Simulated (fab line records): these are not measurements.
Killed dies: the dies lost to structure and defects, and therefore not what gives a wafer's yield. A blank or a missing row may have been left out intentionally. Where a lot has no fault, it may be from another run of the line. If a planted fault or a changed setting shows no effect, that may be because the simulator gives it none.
Split-lot experiment -- flow n5 finfet -- 21 wafers read from 7 lots, route of 1938 steps

== ON THE SPLIT ==
At N5_DUMMY_GATE_EXPOSE_12 (exposes mask GATE, target cd 25 nm), the setting dose mj was moved away from the recipe's 34 on 7 of the 21 wafers read, by -6.5% to +4.6%. This setting was run at the recipe's value on the other wafers.

== FROM THE SPLIT TO THE READING: what the file shows between them, 2 steps ==
- N5_DUMMY_GATE_PEB_13: peb time 60 s
- N5_DUMMY_GATE_DEVELOP_14: develop time 30 s

== THE READING ==
cd nm at N5_DUMMY_GATE_CD_MEAS_15, given in nm (cd target 25.8 nm). Typical for fault-free wafers on this fab line: 24.97 nm, with standard deviation 0.23 nm.

wafer,"tool, chamber at the split",dose mj as run,against the recipe,"cd nm, nm",against lot-mates on the recipe
L076.2,"euv scanner-02, 0",35.55,+4.6%,24.38,-0.67
L076.4,"euv scanner-02, 0",34,recipe,25.05,-
L076.6,"euv scanner-02, 0",34,recipe,25.05,-
L082.1,"euv scanner-01, 0",34,recipe,25.32,-
L082.2,"euv scanner-01, 0",34,recipe,24.89,-
L082.4,"euv scanner-01, 0",32.65,-4.0%,25.68,+0.57
L085.2,"euv scanner-01, 0",32.65,-4.0%,25.40,+0.58
L085.3,"euv scanner-01, 0",34,recipe,25.01,-
L085.5,"euv scanner-01, 0",34,recipe,24.62,-
L090.1,"euv scanner-01, 0",31.8,-6.5%,26.37,+1.43
L090.2,"euv scanner-01, 0",34,recipe,24.94,-
L090.6,"euv scanner-01, 0",31.8,-6.5%,26.20,+1.26
L091.1,"euv scanner-01, 0",34,recipe,25.03,-
L091.4,"euv scanner-01, 0",32.98,-3.0%,25.53,+0.66
L091.5,"euv scanner-01, 0",34,recipe,24.71,-
L095.4,"euv scanner-01, 0",34,recipe,24.95,-
L095.5,"euv scanner-01, 0",34,recipe,25.29,-
L095.6,"euv scanner-01, 0",32.86,-3.4%,25.70,+0.58
L096.3,"euv scanner-02, 0",34,recipe,24.99,-
L096.5,"euv scanner-02, 0",34,recipe,24.78,-
L096.6,"euv scanner-02, 0",34,recipe,25.25,-

THE FIT
A straight line over all 21 wafers: cd nm changes by -0.176 nm for each +1% of dose mj; r = -0.92; the points scatter about the line by 0.2 nm.
The same after taking each lot's own level away (the mean of its wafers on the recipe; 21 wafers): -0.184 nm for each +1%; r = -0.94; scatter 0.17 nm.
Per that fit: largest dose mj move, reading shift of 1.2 nm.
The lots' own levels span 24.815 to 25.120 nm, that is 1.3 times the standard deviation above.
So the lot-to-lot level changes the slope little: the two slopes agree.
Check: with one of the wafers moved furthest among these (-6.5%) left out of the fit, the line predicts +1.12 nm for it against its lot-mates. Against them it came out at +1.43 nm.

== OTHER SPLITS APPLIED TO THESE WAFERS ==
Note: prior to the reading, these wafers also went through further splits. Each is held against what the fit with the lots' levels taken away leaves over:
other split on the same wafers,wafers away from the commonest value,r with cd nm (lot level and that fit taken away)
N5_ZERO_LAYER_ETCH_18 icp w,3,+0.00
N5_WELL_APT_EXPOSE_05 dose mj,7,-0.28
N5_DUMMY_GATE_COAT_28 spin rpm,8,-0.01

== FILE'S OWN FIT ==
cd nm changes by -0.178 nm for each +1% of dose mj, r = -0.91.
